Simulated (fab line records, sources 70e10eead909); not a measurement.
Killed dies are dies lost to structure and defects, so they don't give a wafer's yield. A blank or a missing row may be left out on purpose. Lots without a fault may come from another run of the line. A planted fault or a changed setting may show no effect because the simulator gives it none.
fab line records | flow nand_harc
record lots=23 wafers=69 last_day=33
route steps=1302 shown A_SGD_CUT@890 A_SLIT@935 A_WL_FILL@967
lots that met no fault: from a run of the same line without faults
start_h: hours from the record's first day to the start of the lot's first wafer shown | wait_h: hours since the lot's step before | " the same as in the row above | L1.1+2: a row that stands for several wafers | - no value, or no start given | * or withheld: withheld | < > ~ a bound
route shown NAME@n: a module of which the file shows steps, and the number in the route of the first | usual: mean/standard deviation of fault-free wafers | same: alike in all rows | chamber/n: place in a boat | sites: the reading at each site | _std_site: their standard deviation | _edge_site: outer sites' mean less inner sites' | radius_mm: how far each site lies from the wafer's centre | mask NAME#n: copy n | behind: the tool/chamber that last shaped the wafer | hold: why the lot was held/for how many hours/how that ended | device: the transistor (n, p or np) that didn't switch | end of line: the same wafers' tests at the end of the route | a step without rows: its recipe alone | killed: dies lost to structure and defects at the first sort, not the wafer's yield | map: a wafer's dies, x killed, . not, _ none there
set.NAME: the setting as run; set.NAME@STEP: as run at that earlier step | model.NAME: the simulator's own value behind a step, which no gauge read
steps of the route over a sample of lots; a table a step, a row a wafer
services: from which hour (start_h, from the record's first day; less than 0 if before it) a tool's chamber was out of use, for how many hours, and why
## steps
# step NHARC_A_SGD_CUT_DEP_00
# recipe target_thk_a=500 temp_c=400 target_thk_nm=50 flow_sccm=200 rf_w=450 material=SiNx
# usual heater_power_w=700/76
# columns lot.wafer tool chamber start_h wait_h heater_power_w
L074.6 pecvd-03 1 444.03 0.1 691
L074.4 " 2 " " 893
L074.5 " 0 " " 601
L077.3 pecvd-04 2 456.81 0.1 702
L077.6 " 0 " " 652
L077.5 " 1 " " 756
L075.3 pecvd-01 0 456.86 0.1 685
L075.6 " 0 " " 677
L075.4 " 1 " " 662
L076.1 pecvd-04 1 456.93 0.1 758
L076.2 " 0 " " 703
L076.6 " 0 " " 700
L078.3 pecvd-01 2 473.21 0.1 726
L078.5 " 0 " " 624
L078.4 " 1 " " 749
L079.2 pecvd-01 0 477.00 0.1 720
L079.5 " 0 " " 719
L079.4 " 2 " " 743
L080.2 pecvd-01 1 479.26 0.1 690
L080.1 " 2 " " 750
L080.3 " 0 " " 654
L081.1 pecvd-01 2 507.92 0.1 711
L081.3 " 0 " " 582
L081.5 " 2 " " 721
L082.3 pecvd-01 0 508.67 0.1 642
L082.5 " 0 " " 646
L082.4 " 1 " " 790
L084.2 pecvd-01 2 536.57 0.1 673
L084.4 " 0 " " 627
L084.6 " 0 " " 633
L083.3 pecvd-01 1 545.35 0.1 818
L083.4 " 1 " " 791
L083.6 " 0 " " 626
L086.2 pecvd-01 1 555.34 0.1 686
L086.1 " 2 " " 697
L086.4 " 1 " " 677
L087.3 pecvd-03 1 569.77 0.1 716
L087.6 " 1 " " 710
L087.5 " 0 " " 613
L088.3 pecvd-04 1 588.66 0.1 724
L088.5 " 2 " " 750
L088.4 " 0 " " 679
L090.3 pecvd-01 0 588.69 0.1 546
L090.6 " 0 " " 568
L090.4 " 1 " " 717
L089.3 pecvd-01 1 591.56 0.1 641
L089.1 " 2 " " 769
L089.5 " 2 " " 782
L091.2 pecvd-04 1 591.60 0.1 691
L091.1 " 0 " " 725
L091.4 " 1 " " 701
L092.1 pecvd-04 1 619.58 0.1 693
L092.3 " 0 " " 612
L092.5 " 2 " " 709
L093.5 pecvd-03 2 629.85 0.1 883
L093.4 " 0 " " 533
L093.6 " 1 " " 700
L094.1 pecvd-03 1 630.52 0.1 668
L094.3 " 2 " " 912
L094.2 " 0 " " 512
L095.1 pecvd-03 2 644.49 0.1 798
L095.4 " 2 " " 814
L095.6 " 2 " " 816
L097.2 pecvd-04 0 654.50 0.1 671
L097.3 " 2 " " 658
L097.5 " 1 " " 804
L096.2 pecvd-03 0 654.71 0.1 625
L096.6 " 1 " " 724
L096.5 " 0 " " 631
# step NHARC_A_SGD_CUT_DESCUM_14
# recipe time_s=3 o2_flow_sccm=200 ar_flow_sccm=0 bias_power_w=0 chemistry=O2
# usual drypump_motor_current_A=5.4/0.5 oes_product_au=0.996/0.0092 rf_vpp_V=57.7/1 showerhead_plenum_p_Torr=1.87/0.08 throttle_valve_pct=11.311/0.0084
# columns lot.wafer tool chamber start_h wait_h drypump_motor_current_A oes_product_au rf_hours_counter_h rf_vpp_V showerhead_plenum_p_Torr throttle_valve_pct
L074.4 rie_diel-13 1 444.73 0.1 5.0 0.991 5 56.9 1.88 11.310
L074.5 " 1 " " 5.0 0.984 - 57.9 1.88 11.308
L074.6 " 2 " " 6.2 0.995 - 56.5 1.81 11.319
L077.3 rie_diel-06 1 457.67 0.1 6.0 1.004 12 56.9 1.77 11.308
L077.5 " 1 " " 6.0 0.996 - 56.4 1.77 11.317
L077.6 " 2 " " 6.0 0.990 - 58.8 1.93 11.331
L075.3 rie_diel-13 1 457.84 0.1 5.0 0.983 6 57.5 1.88 11.307
L075.4 " 2 " " 6.2 0.985 4 58.2 1.81 11.315
L075.6 " 0 " " 5.8 1.006 - 56.4 1.83 11.308
L076.2 rie_diel-08 2 457.97 0.1 4.8 0.979 4 58.3 1.95 11.304
L076.1 " 0 " " 5.0 1.000 4 57.1 1.82 11.314
L076.6 " 2 " " 4.8 0.986 - 57.7 1.95 11.304
L078.3 rie_diel-13 3 474.12 0.1 5.1 1.007 7 58.6 1.89 11.305
L078.4 " 1 " " 5.0 0.996 7 57.8 1.88 11.320
L078.5 " 0 " " 5.7 0.995 - 57.6 1.83 11.303
L079.4 rie_diel-06 3 477.79 0.1 5.3 1.007 15 57.1 1.92 11.319
L079.2 " 0 " " 6.3 1.003 14 57.1 1.84 11.316
L079.5 " 2 " " 6.0 0.996 - 57.3 1.93 11.316
L080.3 rie_diel-08 3 480.16 0.1 5.2 0.996 5 57.8 1.79 11.312
L080.2 " 0 " " 5.0 0.996 5 58.6 1.82 11.325
L080.1 " 2 " " 4.8 0.983 5 58.2 1.95 11.324
L081.3 rie_diel-06 1 508.80 0.1 6.0 1.011 0 56.4 1.77 11.310
L081.1 " 2 " " 6.0 1.010 0 59.3 1.92 11.301
L081.5 " 0 " " 6.3 0.997 - 58.1 1.84 11.294
L082.3 rie_diel-08 0 509.57 0.1 5.0 0.999 7 57.1 1.82 11.297
L082.4 " 2 " " 4.8 0.987 7 56.5 1.95 11.313
L082.5 " 0 " " 5.0 1.002 - 58.9 1.82 11.317
L084.2 rie_diel-08 3 537.52 0.1 5.2 0.980 8 56.0 1.79 11.314
L084.4 " 1 " " 5.1 0.983 6 59.8 2.06 11.322
L084.6 " 0 " " 5.0 1.008 - 58.4 1.82 11.308
L083.3 rie_diel-06 2 546.27 0.1 6.0 1.016 4 58.8 1.92 11.302
L083.4 " 0 " " 6.3 0.996 4 57.2 1.84 11.312
L083.6 " 2 " " 6.0 1.001 - 57.7 1.92 11.318
L086.4 rie_diel-06 2 556.11 0.1 6.0 0.999 4 60.4 1.92 11.315
L086.1 " 3 " " 5.3 0.982 4 58.0 1.92 11.319
L086.2 " 0 " " 6.2 0.995 5 58.0 1.84 11.311
L087.3 rie_diel-06 3 570.70 0.1 5.3 0.999 6 57.2 1.92 11.308
L087.5 " 0 " " 6.2 1.009 - 59.2 1.84 11.308
L087.6 " 1 " " 6.0 1.011 - 57.1 1.76 11.318
L088.3 rie_diel-06 1 589.46 0.1 6.0 1.003 8 57.0 1.76 11.296
L088.4 " 2 " " 6.0 1.012 7 58.4 1.92 11.307
L088.5 " 0 " " 6.2 1.008 - 56.7 1.84 11.300
L090.3 rie_diel-08 1 589.60 0.1 5.0 0.989 2 57.5 2.06 11.298
L090.4 " 0 " " 4.9 0.984 1 58.1 1.82 11.307
L090.6 " 1 " " 5.0 0.991 - 58.2 2.06 11.311
L089.3 rie_diel-08 0 592.32 0.1 4.9 0.983 2 58.3 1.82 11.305
L089.1 " 2 " " 4.8 0.991 3 58.3 1.95 11.332
L089.5 " 3 " " 5.2 0.997 - 57.2 1.79 11.308
L091.4 rie_diel-06 0 592.50 0.1 6.3 0.995 9 57.0 1.84 11.305
L091.2 " 1 " " 6.0 1.016 9 57.8 1.76 11.324
L091.1 " 3 " " 5.3 0.997 8 58.8 1.91 11.314
L092.3 rie_diel-08 0 620.49 0.1 4.9 0.992 2 60.5 1.82 11.318
L092.1 " 2 " " 4.8 0.993 4 58.1 1.94 11.313
L092.5 " 0 " " 5.0 0.989 - 57.7 1.82 11.321
L093.4 rie_diel-08 1 630.69 0.1 5.0 1.003 4 59.8 2.06 11.319
L093.5 " 2 " " 4.8 0.996 - 59.4 1.94 11.318
L093.6 " 3 " " 5.2 0.997 - 57.9 1.79 11.304
L094.2 rie_diel-13 3 631.43 0.1 5.1 1.006 6 56.8 1.89 11.314
L094.3 " 1 " " 5.0 0.993 7 56.5 1.87 11.313
L094.1 " 2 " " 6.2 1.004 7 57.1 1.80 11.313
L095.1 rie_diel-13 3 645.46 0.1 5.1 0.993 7 58.1 1.89 11.314
L095.4 " 0 " " 5.7 1.006 7 57.9 1.83 11.313
L095.6 " 1 " " 5.0 0.987 - 56.7 1.87 11.313
L097.2 rie_diel-13 0 655.42 0.1 5.8 1.017 7 58.1 1.83 11.309
L097.3 " 1 " " 5.0 0.999 9 57.3 1.87 11.300
L097.5 " 0 " " 5.8 1.010 - 56.6 1.83 11.315
L096.2 rie_diel-08 3 655.58 0.1 5.2 1.004 5 56.7 1.79 11.308
L096.5 " 1 " " 5.0 1.000 - 56.9 2.06 11.301
L096.6 " 2 " " 4.8 0.994 - 58.5 1.94 11.307
# step NHARC_A_SGD_CUT_ETCH_58
# recipe target_depth_a=390 over_etch_frac=0.3 time_s=65 ion_energy_ev=80 cf4_flow_sccm=150 ar_flow_sccm=0 rf_w=300 bias_w=100 chemistry=CF4
# usual drypump_motor_current_A=5.4/0.5 oes_product_au=0.994/0.0087 rf_vpp_V=151.0/1.2 showerhead_plenum_p_Torr=1.73/0.068 throttle_valve_pct=13.284/0.0099
# columns lot.wafer tool chamber start_h wait_h drypump_motor_current_A oes_product_au rf_hours_counter_h rf_vpp_V showerhead_plenum_p_Torr throttle_valve_pct
L074.4 rie_diel-13 1 444.83 0.1 5.0 0.989 5 151.8 1.74 13.281
L074.6 " 3 " " 5.1 1.002 - 152.2 1.75 13.279
L074.5 " 0 " " 5.7 0.998 - 150.2 1.70 13.269
L077.3 rie_diel-06 2 457.77 0.1 6.0 0.984 14 153.0 1.78 13.297
L077.5 " 3 " " 5.3 1.002 - 153.6 1.77 13.281
L077.6 " 0 " " 6.2 1.008 - 150.3 1.71 13.291
L075.4 rie_diel-13 3 457.91 0.1 5.1 0.993 6 150.0 1.75 13.285
L075.3 " 1 " " 5.0 0.984 6 150.9 1.74 13.297
L075.6 " 3 " " 5.1 0.992 - 151.7 1.75 13.302
L076.1 rie_diel-08 3 458.06 0.1 5.2 0.988 4 151.6 1.67 13.274
L076.2 " 0 " " 5.0 0.999 4 150.1 1.69 13.282
L076.6 " 0 " " 5.0 0.997 - 149.5 1.69 13.290
L078.3 rie_diel-13 2 474.22 0.1 6.2 0.984 5 151.5 1.68 13.276
L078.4 " 3 " " 5.1 1.003 7 151.4 1.75 13.269
L078.5 " 0 " " 5.8 0.995 - 150.2 1.70 13.286
L079.2 rie_diel-06 0 477.87 0.1 6.2 1.001 14 151.4 1.71 13.278
L079.4 " 3 " " 5.3 1.002 15 152.2 1.77 13.296
L079.5 " 1 " " 6.0 1.001 - 149.3 1.64 13.292
L080.1 rie_diel-08 3 480.27 0.1 5.2 0.987 5 151.6 1.67 13.282
L080.2 " 0 " " 5.0 0.995 5 149.7 1.69 13.270
L080.3 " 2 " " 4.8 0.984 5 151.7 1.80 13.281
L081.3 rie_diel-06 1 508.89 0.1 5.9 1.015 0 149.2 1.64 13.291
L081.1 " 2 " " 6.0 0.999 0 152.1 1.78 13.288
L081.5 " 0 " " 6.3 0.992 - 149.8 1.71 13.280
L082.4 rie_diel-08 3 509.67 0.1 5.2 0.989 7 150.0 1.67 13.282
L082.3 " 0 " " 5.0 0.999 7 148.8 1.69 13.283
L082.5 " 2 " " 4.8 0.978 - 152.8 1.80 13.280
L084.2 rie_diel-08 2 537.61 0.1 4.8 0.972 8 150.9 1.80 13.278
L084.4 " 1 " " 5.0 0.979 6 152.0 1.90 13.292
L084.6 " 3 " " 5.2 0.975 - 150.2 1.67 13.291
L083.3 rie_diel-06 0 546.36 0.1 6.3 0.998 4 150.7 1.71 13.276
L083.4 " 1 " " 6.0 1.009 4 149.3 1.64 13.275
L083.6 " 2 " " 6.0 0.998 - 152.3 1.78 13.282
L086.4 rie_diel-06 1 556.20 0.1 6.0 1.004 5 149.1 1.64 13.287
L086.1 " 2 " " 6.0 0.997 4 151.8 1.78 13.291
L086.2 " 3 " " 5.3 0.994 4 150.2 1.77 13.292
L087.3 rie_diel-06 0 570.78 0.1 6.2 0.998 6 150.0 1.71 13.279
L087.6 " 1 " " 6.0 1.012 - 149.7 1.64 13.255
L087.5 " 2 " " 6.0 1.007 - 152.6 1.78 13.283
L088.4 rie_diel-06 1 589.53 0.1 6.0 0.994 8 149.6 1.64 13.297
L088.3 " 3 " " 5.3 0.997 7 152.2 1.77 13.275
L088.5 " 1 " " 6.0 1.003 - 151.1 1.64 13.284
L090.3 rie_diel-08 1 589.68 0.1 5.0 0.989 2 152.3 1.90 13.285
L090.4 " 3 " " 5.2 0.985 2 150.1 1.67 13.284
L090.6 " 1 " " 5.0 1.003 - 152.8 1.90 13.269
L089.1 rie_diel-08 0 592.41 0.1 5.0 0.977 2 151.4 1.69 13.286
L089.3 " 2 " " 4.8 0.984 3 151.6 1.80 13.282
L089.5 " 0 " " 5.0 0.984 - 150.7 1.69 13.293
L091.4 rie_diel-06 2 592.59 0.1 6.0 1.002 8 149.1 1.78 13.277
L091.1 " 0 " " 6.3 0.999 9 149.6 1.71 13.273
L091.2 " 1 " " 6.0 1.004 9 149.3 1.64 13.279
L092.1 rie_diel-08 2 620.59 0.1 4.8 0.997 4 151.2 1.80 13.311
L092.3 " 3 " " 5.2 0.994 3 149.9 1.67 13.297
L092.5 " 1 " " 5.0 1.000 - 152.9 1.90 13.286
L093.4 rie_diel-08 3 630.77 0.1 5.2 0.986 4 150.6 1.66 13.274
L093.5 " 0 " " 4.9 0.996 - 151.8 1.69 13.273
L093.6 " 1 " " 5.0 0.995 - 152.3 1.89 13.290
L094.2 rie_diel-13 1 631.53 0.1 5.0 0.982 7 151.2 1.73 13.291
L094.1 " 2 " " 6.2 1.005 7 150.6 1.67 13.285
L094.3 " 3 " " 5.1 0.993 6 150.6 1.75 13.309
L095.1 rie_diel-13 3 645.53 0.1 5.1 1.005 7 151.3 1.75 13.283
L095.4 " 1 " " 5.0 0.995 8 150.2 1.73 13.281
L095.6 " 3 " " 5.1 1.003 - 151.2 1.75 13.276
L097.3 rie_diel-13 0 655.49 0.1 5.7 1.009 7 151.1 1.69 13.288
L097.2 " 3 " " 5.0 0.989 8 151.0 1.75 13.292
L097.5 " 0 " " 5.7 1.011 - 150.2 1.69 13.283
L096.2 rie_diel-08 2 655.66 0.1 4.8 0.991 5 152.6 1.80 13.282
L096.5 " 0 " " 5.0 0.988 - 150.8 1.69 13.281
L096.6 " 1 " " 5.0 0.990 - 154.3 1.89 13.284
# step NHARC_A_SLIT_INSPECT_11
# usual raw_defect_count=59/32
# columns lot.wafer tool chamber start_h wait_h raw_defect_count
L074.4 defect_inspect-02 - 456.41 0.0 57
L074.5 " - " " 68
L074.6 " - " " 69
L077.3 defect_inspect-02 - 469.38 0.0 74
L077.5 " - " " 57
L077.6 " - " " 69
L075.3 defect_inspect-02 - 469.65 0.0 97
L075.4 " - " " 118
L075.6 " - " " 108
L076.1 defect_inspect-02 - 471.51 0.0 19
L076.2 " - " " 26
L076.6 " - " " 27
L078.3 defect_inspect-02 - 486.05 0.0 27
L078.4 " - " " 20
L078.5 " - " " 24
L079.2 defect_inspect-02 - 493.15 0.0 103
L079.4 " - " " 123
L079.5 " - " " 90
L080.1 defect_inspect-02 - 493.54 0.0 20
L080.2 " - " " 31
L080.3 " - " " 24
L081.1 defect_inspect-01 - 523.13 0.0 91
L081.3 " - " " 118
L081.5 " - " " 121
L082.3 defect_inspect-01 - 523.32 0.0 35
L082.4 " - " " 24
L082.5 " - " " 33
L084.2 defect_inspect-01 - 549.73 0.0 28
L084.4 " - " " 20
L084.6 " - " " 38
L083.3 defect_inspect-02 - 558.28 0.0 73
L083.4 " - " " 85
L083.6 " - " " 88
L086.1 defect_inspect-02 - 569.93 0.0 23
L086.2 " - " " 18
L086.4 " - " " 13
L087.3 defect_inspect-02 - 582.01 0.0 26
L087.5 " - " " 29
L087.6 " - " " 25
L088.3 defect_inspect-01 - 603.44 0.0 78
L088.4 " - " " 67
L088.5 " - " " 53
L090.3 defect_inspect-01 - 604.04 0.0 107
L090.4 " - " " 80
L090.6 " - " " 98
L089.1 defect_inspect-02 - 604.83 0.0 36
L089.3 " - " " 42
L089.5 " - " " 51
L091.1 defect_inspect-02 - 607.23 0.0 51
L091.2 " - " " 36
L091.4 " - " " 58
L092.1 defect_inspect-01 - 632.22 0.0 72
L092.3 " - " " 62
L092.5 " - " " 62
L094.1 defect_inspect-01 - 644.19 0.0 31
L094.2 " - " " 33
L094.3 " - " " 36
L093.4 defect_inspect-01 - 646.89 0.0 103
L093.5 " - " " 91
L093.6 " - " " 113
L095.1 defect_inspect-02 - 658.09 0.0 90
L095.4 " - " " 71
L095.6 " - " " 97
L096.2 defect_inspect-02 - 672.79 0.0 37
L096.5 " - " " 30
L096.6 " - " " 40
L097.2 defect_inspect-01 - 676.13 0.0 100
L097.3 " - " " 80
L097.5 " - " " 83
# step NHARC_A_SLIT_ETCH_15
# recipe target_depth_a=62000 over_etch_frac=0.3 time_s=1612 ion_energy_ev=150 o2_flow_sccm=400 cos_flow_sccm=20 ar_flow_sccm=0 rf_w=500 bias_w=300 chemistry=O2/COS
# usual drypump_motor_current_A=5.6/0.41 oes_product_au=0.998/0.01 rf_vpp_V=314.0/1.9 showerhead_plenum_p_Torr=3.11/0.12 throttle_valve_pct=28.330/0.0097
# columns lot.wafer tool chamber start_h wait_h drypump_motor_current_A oes_product_au rf_hours_counter_h rf_vpp_V showerhead_plenum_p_Torr throttle_valve_pct
L074.4 rie_diel-02 1 - - 6.3 1.009 3.9 312.4 3.08 28.329
L074.5 " 0 " " 5.6 1.013 - 318.3 3.29 28.322
L074.6 " 1 " " 6.4 1.008 - 313.7 3.08 28.345
L077.3 rie_diel-09 0 - - 5.8 1.000 5.2 313.0 3.03 28.336
L077.6 " 0 " " 5.8 1.002 - 311.7 3.03 28.326
L077.5 " 1 " " 5.8 0.975 - 315.3 3.29 28.327
L075.4 rie_diel-04 3 - - 5.4 1.006 7.2 313.4 3.15 28.342
L075.3 " 2 " " 5.7 1.011 7.3 310.1 2.94 28.337
L075.6 " 3 " " 5.4 1.011 - 315.0 3.15 28.349
L076.1 rie_diel-09 2 - - 4.8 0.993 6.6 314.0 3.09 28.322
L076.2 " 3 " " 5.1 0.994 6.1 313.4 2.99 28.329
L076.6 " 2 " " 4.7 0.999 - 314.8 3.09 28.340
L078.3 rie_diel-02 1 - - 6.4 1.006 6.0 313.4 3.08 28.325
L078.4 " 2 " " 5.4 0.993 5.0 316.1 3.20 28.335
L078.5 " 3 " " 5.2 1.007 - 316.4 3.24 28.339
L079.2 rie_diel-02 2 - - 5.4 1.008 5.6 313.5 3.20 28.311
L079.4 " 3 " " 5.2 0.994 5.9 317.0 3.24 28.320
L079.5 " 1 " " 6.3 1.011 - 313.9 3.08 28.329
L080.1 rie_diel-04 2 - - 5.7 0.999 8.7 312.3 2.94 28.351
L080.3 " 0 " " 5.8 0.993 10.3 315.7 3.12 28.311
L080.2 " 1 " " 6.2 0.986 9.3 312.8 3.03 28.332
L081.1 rie_diel-09 0 - - 5.8 0.996 0.4 312.1 3.02 28.334
L081.3 " 1 " " 5.8 0.992 0.5 316.7 3.29 28.321
L081.5 " 1 " " 5.8 0.983 - 316.8 3.29 28.327
L082.3 rie_diel-02 3 - - 5.2 0.987 7.1 315.2 3.24 28.338
L082.4 " 0 " " 5.5 1.004 7.8 317.7 3.28 28.329
L082.5 " 0 " " 5.5 1.008 - 316.9 3.28 28.322
L084.2 rie_diel-04 2 - - 5.7 1.006 0.4 311.8 2.94 28.313
L084.4 " 3 " " 5.4 1.000 0.4 315.1 3.15 28.328
L084.6 " 2 " " 5.7 1.005 - 312.2 2.94 28.325
L083.3 rie_diel-04 0 - - 5.8 1.005 1.2 313.8 3.12 28.330
L083.4 " 1 " " 6.2 0.986 1.6 314.0 3.03 28.321
L083.6 " 2 " " 5.7 1.004 - 311.3 2.93 28.333
L086.2 rie_diel-04 0 - - 5.8 0.991 2.0 314.3 3.12 28.326
L086.4 " 1 " " 6.2 0.989 2.3 311.7 3.02 28.339
L086.1 " 2 " " 5.7 0.988 2.8 311.9 2.93 28.304
L087.3 rie_diel-02 0 - - 5.6 0.992 0.8 317.9 3.28 28.322
L087.5 " 3 " " 5.2 1.000 - 315.9 3.24 28.324
L087.6 " 0 " " 5.5 1.007 - 316.0 3.28 28.346
L088.3 rie_diel-09 1 - - 5.8 0.989 4.4 317.3 3.28 28.326
L088.4 " 2 " " 4.8 0.981 4.4 314.6 3.08 28.340
L088.5 " 2 " " 4.8 0.974 - 312.8 3.08 28.340
L090.4 rie_diel-04 2 - - 5.7 1.010 4.0 311.4 2.93 28.314
L090.3 " 0 " " 5.8 1.002 3.9 312.5 3.12 28.352
L090.6 " 2 " " 5.8 0.996 - 310.3 2.93 28.331
L089.3 rie_diel-02 1 - - 6.4 1.010 1.8 313.2 3.08 28.329
L089.1 " 3 " " 5.2 0.990 2.0 315.9 3.24 28.315
L089.5 " 2 " " 5.5 0.990 - 315.1 3.20 28.337
L091.2 rie_diel-09 0 - - 5.8 0.985 4.6 313.1 3.02 28.326
L091.4 " 1 " " 5.8 1.004 5.3 317.8 3.28 28.333
L091.1 " 2 " " 4.8 0.996 5.3 313.5 3.08 28.341
L092.3 rie_diel-04 0 - - 5.8 0.999 5.4 313.8 3.12 28.315
L092.1 " 1 " " 6.2 0.988 5.2 312.3 3.02 28.334
L092.5 " 3 " " 5.4 1.003 - 314.4 3.15 28.331
L094.2 rie_diel-04 2 - - 5.7 0.999 6.3 310.8 2.93 28.342
L094.1 " 3 " " 5.4 1.001 6.3 314.8 3.15 28.322
L094.3 " 0 " " 5.8 1.003 6.0 314.5 3.12 28.324
L093.4 rie_diel-09 2 - - 4.7 0.995 6.8 312.0 3.08 28.330
L093.6 " 0 " " 5.8 0.994 - 313.1 3.02 28.342
L093.5 " 1 " " 5.8 0.995 - 317.7 3.28 28.341
L095.1 rie_diel-09 3 - - 5.1 0.990 6.4 312.3 2.98 28.319
L095.4 " 1 " " 5.9 0.999 8.4 318.2 3.28 28.330
L095.6 " 3 " " 5.1 0.984 - 311.2 2.98 28.337
L096.2 rie_diel-04 0 - - 5.8 1.007 6.8 314.7 3.12 28.325
L096.6 " 2 " " 5.7 1.000 - 313.3 2.93 28.322
L096.5 " 3 " " 5.4 1.017 - 314.6 3.15 28.323
L097.2 rie_diel-04 2 - - 5.7 1.001 8.6 311.8 2.93 28.326
L097.3 " 0 " " 5.8 0.998 7.3 313.3 3.12 28.346
L097.5 " 3 " " 5.4 1.012 - 313.8 3.14 28.329
# step NHARC_A_WL_FILL_STRIP_29
# recipe time_s=20 o2_flow_sccm=500 ar_flow_sccm=0 bias_w=0 chemistry=O2
# usual drypump_motor_current_A=5.9/0.54 oes_product_au=1.003/0.011 rf_vpp_V=57.7/0.78 showerhead_plenum_p_Torr=3.55/0.14 throttle_valve_pct=17.036/0.0099
# columns lot.wafer tool chamber start_h wait_h drypump_motor_current_A oes_product_au rf_hours_counter_h rf_vpp_V showerhead_plenum_p_Torr throttle_valve_pct
L074.4 rie_diel-05 2 480.53 0.1 6.6 0.996 2.1 57.7 3.42 17.030
L074.5 " 1 " " 6.5 0.992 - 58.0 3.51 17.048
L074.6 " 2 " " 6.6 0.991 - 58.2 3.42 17.040
L075.4 rie_diel-05 0 500.81 0.1 5.2 1.002 2.3 57.5 3.75 17.022
L075.3 " 1 " " 6.5 0.997 2.7 57.0 3.51 17.033
L075.6 " 1 " " 6.5 0.996 - 56.6 3.51 17.035
L076.1 rie_diel-12 0 500.86 0.1 5.3 0.986 1.7 58.3 3.57 17.043
L076.2 " 2 " " 6.2 0.993 2.1 57.2 3.42 17.023
L076.6 " 0 " " 5.3 0.992 - 58.4 3.57 17.044
L077.3 rie_diel-05 2 503.39 0.1 6.6 0.992 2.9 56.2 3.42 17.027
L077.5 " 2 " " 6.6 0.998 - 58.3 3.42 17.040
L077.6 " 1 " " 6.5 0.989 - 57.5 3.51 17.038
L078.3 rie_diel-11 3 513.17 0.1 5.8 0.975 4.4 57.7 3.54 17.023
L078.5 " 3 " " 5.8 0.990 - 57.9 3.54 17.036
L078.4 " 0 " " 6.8 1.001 - 60.3 3.66 17.040
L079.4 rie_diel-05 2 517.91 0.1 6.6 0.994 3.0 56.7 3.42 17.036
L079.2 " 3 " " 5.9 0.993 2.6 56.4 3.30 17.041
L079.5 " 2 " " 6.6 0.999 - 58.2 3.42 17.033
L080.3 rie_diel-12 2 517.94 0.1 6.2 0.991 2.3 57.3 3.42 17.042
L080.2 " 0 " " 5.3 1.012 1.9 56.8 3.57 17.024
L080.1 " 1 " " 5.0 1.007 2.1 58.4 3.66 17.038
L082.4 rie_diel-12 1 550.09 0.1 5.0 0.995 2.6 56.9 3.66 17.029
L082.3 " 2 " " 6.2 1.008 2.9 57.4 3.42 17.028
L082.5 " 0 " " 5.3 0.998 - 59.0 3.57 17.024
L081.3 rie_diel-11 2 550.58 0.1 5.9 0.996 4.7 56.5 3.77 17.049
L081.1 " 1 " " 5.9 1.021 5.1 57.9 3.65 17.029
L081.5 " 2 " " 5.9 0.981 - 58.1 3.77 17.017
L084.2 rie_diel-11 1 574.15 0.1 5.9 1.023 6.9 58.4 3.65 17.027
L084.4 " 2 " " 5.9 0.993 6.9 57.7 3.77 17.038
L084.6 " 0 " " 6.8 1.028 - 58.2 3.65 17.063
L083.4 rie_diel-11 2 585.41 0.1 5.9 1.006 7.2 57.2 3.77 17.045
L083.3 " 3 " " 5.8 0.986 9.8 59.7 3.54 17.037
L083.6 " 0 " " 6.8 1.010 - 57.3 3.65 17.042
L086.1 rie_diel-05 0 595.31 0.1 5.2 1.011 0.0 57.3 3.74 17.027
L086.4 " 1 " " 6.5 0.998 0.0 58.0 3.51 17.044
L086.2 " 2 " " 6.6 0.984 0.0 56.5 3.42 17.023
L087.3 rie_diel-05 2 607.11 0.1 6.6 0.984 0.2 57.4 3.42 17.037
L087.5 " 3 " " 5.9 1.000 - 57.6 3.30 17.029
L087.6 " 0 " " 5.2 1.003 - 58.4 3.74 17.044
L091.2 rie_diel-11 0 630.12 0.1 6.8 1.013 0.9 58.9 3.65 17.031
L091.4 " 1 " " 5.9 1.010 0.8 57.0 3.64 17.032
L091.1 " 3 " " 5.8 0.994 0.9 57.8 3.54 17.028
L090.3 rie_diel-11 3 631.30 0.1 5.8 1.011 0.9 56.6 3.54 17.050
L090.4 " 0 " " 6.8 1.017 1.0 59.8 3.65 17.034
L090.6 " 2 " " 5.9 1.015 - 57.3 3.77 17.022
L089.3 rie_diel-12 3 633.16 0.1 5.5 1.006 0.0 56.7 3.42 17.045
L089.1 " 0 " " 5.3 1.002 0.0 57.3 3.56 17.038
L089.5 " 1 " " 5.0 1.002 - 57.9 3.66 17.025
L088.3 rie_diel-11 1 633.23 0.1 5.9 1.026 0.9 58.0 3.64 17.047
L088.4 " 3 " " 5.8 1.000 0.9 58.3 3.54 17.043
L088.5 " 1 " " 5.9 1.027 - 58.2 3.64 17.050
L092.3 rie_diel-11 2 657.39 0.1 5.9 1.001 2.1 60.0 3.77 17.053
L092.1 " 0 " " 6.8 1.009 2.6 58.5 3.65 17.043
L092.5 " 1 " " 5.9 1.008 - 57.2 3.64 17.067
L093.5 rie_diel-12 3 671.34 0.1 5.5 1.017 - 58.0 3.42 17.022
L093.4 " 1 " " 5.0 1.007 - 57.6 3.66 17.027
L093.6 " 2 " " 6.2 0.991 - 57.7 3.41 17.035
L094.2 rie_diel-12 3 673.79 0.1 5.5 1.010 1.5 57.1 3.42 17.055
L094.3 " 1 " " 5.0 1.005 1.6 57.0 3.66 17.037
L094.1 " 2 " " 6.2 0.991 1.7 57.1 3.41 17.036
L095.1 rie_diel-12 1 684.40 0.1 5.0 1.002 1.8 57.1 3.66 17.038
L095.4 " 3 " " 5.5 0.999 1.7 57.8 3.42 17.017
L095.6 " 0 " " 5.3 0.996 - 57.9 3.56 17.056
L096.2 rie_diel-12 3 697.59 0.1 5.5 1.017 1.9 56.9 3.42 17.039
L096.5 " 3 " " 5.5 1.002 - 56.9 3.42 17.043
L096.6 " 0 " " 5.3 0.998 - 57.8 3.56 17.032
L097.3 rie_diel-11 0 704.68 0.1 6.8 1.013 5.8 58.3 3.65 17.037
L097.2 " 2 " " 5.9 1.012 5.5 57.6 3.76 17.046
L097.5 " 1 " " 5.9 0.994 - 56.9 3.64 17.025
## services
# columns tool chamber start_h hours kind
pecvd-01 2 430.40 5.9 repair
rie_diel-04 3 441.13 3.1 repair
rie_diel-06 1 442.25 3.6 repair
rie_diel-04 1 457.37 7.6 repair
rie_diel-08 1 468.78 15.5 repair
rie_diel-06 1 471.03 3.6 repair
rie_diel-06 - 484.25 9.0 pm
pecvd-01 - 492.06 13.0 pm
rie_diel-13 - 519.00 9.0 pm
pecvd-01 1 522.66 16.5 repair
rie_diel-08 3 526.78 5.5 repair
rie_diel-04 - 531.97 9.0 pm
rie_diel-04 - 544.41 2.6 repair
rie_diel-08 - 544.80 9.0 pm
rie_diel-08 0 556.22 4.3 repair
rie_diel-04 - 572.88 0.6 repair
rie_diel-13 2 578.29 4.9 repair
rie_diel-08 0 581.15 3.3 repair
rie_diel-04 3 616.85 15.6 repair
rie_diel-13 0 629.70 9.9 repair
rie_diel-06 - 661.25 9.0 pm
rie_diel-06 1 671.98 1.8 repair
pecvd-01 - 673.06 13.0 pm
rie_diel-13 - 696.00 9.0 pm
## key
fault none
